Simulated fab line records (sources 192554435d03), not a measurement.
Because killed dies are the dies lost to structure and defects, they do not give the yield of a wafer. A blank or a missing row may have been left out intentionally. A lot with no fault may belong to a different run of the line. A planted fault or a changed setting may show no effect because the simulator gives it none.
Lot-split experiment ; flow n5Finfet ; 21 wafers read across 7 lots, on a route 1938 steps long

== ON THE SPLIT ==
At N5_BEOL_M9_COAT_60 (time 60 s, resist thk 30 nm), the setting spinRpm was moved away from the recipe's 1500 rpm on 7 of the 21 wafers read, by -11.1% to +5.0%. All remaining wafers had this setting at the recipe value.

Reading taken at the split's own step.

== THE READING ==
SiARC_of_BEOL_M9_COAT_60.thkNm (the simulator's own value, which no gauge read), in nm, at N5_BEOL_M9_COAT_60 (time 60 s, resist thk 30 nm). No usual value for it is given in the file. Here, 14 wafers ran the recipe; their average is 30.0 nm with a standard deviation of 0.07 nm.

wafer;tool, chamber at the split;spinRpm as run, rpm;against the recipe;SiARC_of_BEOL_M9_COAT_60.thkNm, nm;against lot-mates on the recipe
L077.2;lithoTrack-03, 0;1500;recipe;30.2;-
L077.4;lithoTrack-03, 0;1500;recipe;30.2;-
L077.3;lithoTrack-03, 0;1377;-8.2%;31.4;+1.2
L079.2;lithoTrack-05, 0;1334;-11.1%;32;+2.0
L079.5;lithoTrack-05, 0;1334;-11.1%;32;+2.0
L079.6;lithoTrack-05, 0;1500;recipe;30;-
L078.1;lithoTrack-03, 0;1500;recipe;30;-
L078.2;lithoTrack-03, 0;1500;recipe;30;-
L078.6;lithoTrack-03, 0;1500;recipe;30;-
L080.3;lithoTrack-05, 0;1500;recipe;30;-
L080.5;lithoTrack-05, 0;1500;recipe;30;-
L080.4;lithoTrack-05, 0;1346;-10.3%;31.8;+1.8
L083.2;lithoTrack-05, 0;1500;recipe;30;-
L083.3;lithoTrack-05, 0;1500;recipe;30;-
L083.5;lithoTrack-05, 0;1500;recipe;30;-
L084.1;lithoTrack-02, 0;1416;-5.6%;31;+1.0
L084.2;lithoTrack-02, 0;1500;recipe;30;-
L084.4;lithoTrack-02, 0;1416;-5.6%;30.8;+0.8
L085.2;lithoTrack-05, 0;1500;recipe;30;-
L085.6;lithoTrack-05, 0;1500;recipe;30;-
L085.5;lithoTrack-05, 0;1575;+5.0%;29.4;-0.6

THE FIT
A straight line over all 21 wafers: SiARC_of_BEOL_M9_COAT_60.thkNm changes by -0.169 nm for each +1% of spinRpm; r = -0.99; the points scatter about the line by 0.093 nm.
The same after taking each lot's own level away (the mean of its wafers on the recipe; 21 wafers): -0.168 nm for each +1%; r = -0.99; scatter 0.09 nm.
That fit puts the effect of the largest move of spinRpm on the reading at 1.9 nm.
The lots' own levels span 30.00 to 30.20 nm, that is 2.9 times the standard deviation above.
The two slopes are in agreement: the lot-to-lot level therefore moves the slope only a little.
Check: with one of the wafers moved furthest among these (-11.1%) left out of the fit, the line predicts +1.84 nm for it against its lot-mates. Against them it came out at +2 nm.

== ADDITIONAL SPLITS CARRIED BY THESE WAFERS ==
Other splits were also applied to these wafers ahead of the reading. Each is held against what the fit with the lots' levels taken away leaves over:
other split on the same wafers;wafers away from the commonest value;r with SiARC_of_BEOL_M9_COAT_60.thkNm (lot level and that fit taken away)
N5_BEOL_M4_PECVD_72 tempC;6;+0.06
N5_BEOL_M5_COAT_05 spinRpm;7;-0.20
N5_BEOL_M5_ETCH_72 biasW;9;-0.07
N5_BEOL_M6_HM_DEP_02 targetThkA;9;-0.33
N5_BEOL_M6_EXPOSE_08 doseMj;6;+0.05
N5_BEOL_M7_COAT_63 spinRpm;11;-0.23
N5_BEOL_M7_DESCUM_33 timeS;5;-0.02
N5_BEOL_M8_DESCUM_16 timeS;8;-0.11
N5_BEOL_M8_COAT_22 spinRpm;8;+0.28

== THE FILE'S OWN FIT ==
SiARC_of_BEOL_M9_COAT_60.thkNm changes by -0.166 nm for each +1% of spinRpm, r = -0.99.
